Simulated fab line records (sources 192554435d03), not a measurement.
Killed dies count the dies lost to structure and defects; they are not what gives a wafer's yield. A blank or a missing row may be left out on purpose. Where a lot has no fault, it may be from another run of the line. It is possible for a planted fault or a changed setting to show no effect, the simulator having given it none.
Struck lot and sound lot, side by side :: flow n5Finfet :: 38 out of 1938 route steps
Sound: the wafers L292.2, L292.3, L292.6. Struck: wafer L287.4. The cause is named last.
For every step that has rows: the tool of each side, followed by ch and its chambers, followed by its first start. Under that, the readings that differ: sound wafers :: struck wafers :: difference of the means :: sigmas: that difference in standard deviations of wafers without a fault.
alike: a reading whose means differ by less than 2 such deviations, as well as words and numbers matching on both sides. not compared: withheld readings; readings where some wafer has no value; bounds like >300 that might hide an equal value; numbers whose values overlap and for which the record gives no deviation.
Wherever a step has rows on one side only, a row that says differs or no value, or a row with sigmas, the two part there. Non-overlapping numbers with no deviation appear without sigmas and do not part them. A reading missing from all wafers of one side parts the sides only when that side holds two or more wafers.

first, 11 steps without rows for these wafers: N5_BEOL_M10_ETCH_65 (etches SiARC in CF4, target depth 39 nm, time 65 s); N5_BEOL_M10_ETCH_66 (etches SOC in N2/H2, target depth 120 nm, overetch 24 nm, time 180 s); N5_BEOL_M10_STRIP_69 (strips in N2/H2); N5_BEOL_M10_VIA_ETCH_34 (etches SiCOH lowk in C4F6/O2, target depth 184.5 nm, time 69.2 s); N5_BEOL_M10_STRIP_73 (strips in C4F6/O2); N5_BEOL_M10_STRIP_36 (strips in N2/H2); N5_BEOL_M10_TRENCH_ETCH_37 (etches SiCOH lowk in C4F6/O2, target depth 148.83 nm, time 48 s); N5_BEOL_M10_ETCH_41 (etches SiCN in CH3F/O2, target depth 42.6 nm, time 86 s); N5_BEOL_M10_STRIP_77 (strips in N2/H2, time 10 s); N5_BEOL_M10_HM_STRIP_39 (strips TiN in peroxide tin strip, target depth 25 nm, time 158 s); N5_BEOL_M10_SRD_40 (time 30 s).
N5_BEOL_M10_PRECLEAN_42: cleans in residue remover, time 60 s.
  sound on wetBench-06 ch 0,2,3, day 13 21:48; struck on wetBench-04 ch 3, day 12 08:55
  alike: bathGuardTempC, bathHeatDutyPct
then, 24 steps without rows for these wafers: N5_BEOL_M10_SRD_43 (time 30 s); N5_BEOL_M10_CURE_72 (cures SiCOH lowk, time 120 s); N5_BEOL_M10_DEGAS_44 (time 60 s); N5_BEOL_M10_PRE_CLEAN_45 (time 30 s); N5_BEOL_M10_ALD_74 (deposits TaN, target thk 2 nm, pulse time 2 s, purge time 3 s); N5_BEOL_M10_SURFACE_TREAT_76; N5_BEOL_M10_CVD_75 (deposits Co from CCTBA/H2, target thk 2 nm, time 138.9 s); N5_BEOL_M10_SPUTTER_48 (material Cu, target thk 12 nm, time 2 s); N5_BEOL_M10_ECD_50 (material Cu, target thk 318 nm); N5_BEOL_M10_ANNEAL_51 (time 90 s); N5_BEOL_M10_CMP_52 (polishes, stops on SiCOH lowk, t overpolish 7 s, target thk 140 nm); N5_BEOL_M10_PRE_CLEAN_55 (time 15 s); N5_BEOL_M10_DEP_56 (deposits SiCN from 3MS/NH3, target thk 15 nm, time 26.5 s); N5_BEOL_M11_ILD_DEP_00 (deposits SiCOH lowk from DEMS/porogen, target thk 308.51 nm, time 58 s); N5_BEOL_M11_CURE_71 (cures SiCOH lowk, time 240 s); N5_BEOL_M11_PECVD_70 (deposits SiO2 from TEOS/O2, target thk 20 nm, time 22.7 s); N5_BEOL_M11_HM_DEP_02 (deposits TiN, target thk 20 nm); N5_BEOL_M11_COAT_59 (time 60 s, resist thk 100 nm); N5_BEOL_M11_COAT_60 (time 60 s, resist thk 30 nm); N5_BEOL_M11_COAT_05 (resist thk 90 nm); N5_BEOL_M11_EBR_07; N5_BEOL_M11_SOFTBAKE_06 (time 60 s); N5_BEOL_M11_EXPOSE_08 (exposes mask M11); N5_BEOL_M11_PEB_09 (peb time 60 s).
N5_BEOL_M15_RC_MEAS_101:
  sound on prober-01 ch 0, day 15 10:32; struck on prober-01 ch 0, day 13 18:14
reading: COMB_M14 (S/m)
sound: 2.8e-12 2.7e-12 2.7e-12
struck: 4.4e-12
difference: +1.7e-12
sigmas: +2

reading: SERP_M5 (ohm/um)
sound: 34.8 38.3 36.3
struck: 39.1
difference: +2.6
sigmas: +2

reading: SERP_M6 (ohm/um)
sound: 13.7 13.1 13.2
struck: 22.8
difference: +9.5
sigmas: +25

reading: SERP_M6_max_site (ohm/um)
sound: 14.1 13.4 13.3
struck: 23.3
difference: +9.7
sigmas: +21
  alike: COMB_M10, COMB_M11, COMB_M12, COMB_M12_max_site, COMB_M13, COMB_M15, COMB_M5, COMB_M7, COMB_M8, COMB_M9, SERP_M10, SERP_M11, SERP_M12, SERP_M13, SERP_M14, SERP_M7, SERP_M8, SERP_M9
N5_PASSIVATION_PROBE_49:
  sound on prober-02 at day 16 05:03; struck on prober-01 at day 14 08:30
reading: defectLimitedYield (%)
sound: 92.1 90.4 92.8
struck: 80.5
difference: -11.3
sigmas: -8

reading: killed_at_M4_up
sound: 22 31 8
struck: 144
difference: +124
sigmas: +21

reading: killedDies
sound: 93 113 85
struck: 230
difference: +133
sigmas: +8

reading: killedOnRim
sound: 11 17 13
struck: 31
difference: +17
sigmas: +5

reading: sort_bin_5_function (%)
sound: 4.4 5.8 3.5
struck: 12.1
difference: +7.5
sigmas: +8

reading: sort_bin_8_speed (%)
sound: 0 0 0
struck: 0.42
difference: +0.42
sigmas: 

reading: sortNPass
sound: 1087 1067 1095
struck: 950
difference: -133
sigmas: -8
  alike: killed_at_M0_to_M3, killedAtContacts, killedAtFrontEnd, killedAtOther, killedOpen, killedShort, sort_bin_6_memory

WHERE THEY PART
Last at N5_PASSIVATION_PROBE_49 as far as this record goes, first at N5_BEOL_M15_RC_MEAS_101.

WHY: the cause the simulator had injected
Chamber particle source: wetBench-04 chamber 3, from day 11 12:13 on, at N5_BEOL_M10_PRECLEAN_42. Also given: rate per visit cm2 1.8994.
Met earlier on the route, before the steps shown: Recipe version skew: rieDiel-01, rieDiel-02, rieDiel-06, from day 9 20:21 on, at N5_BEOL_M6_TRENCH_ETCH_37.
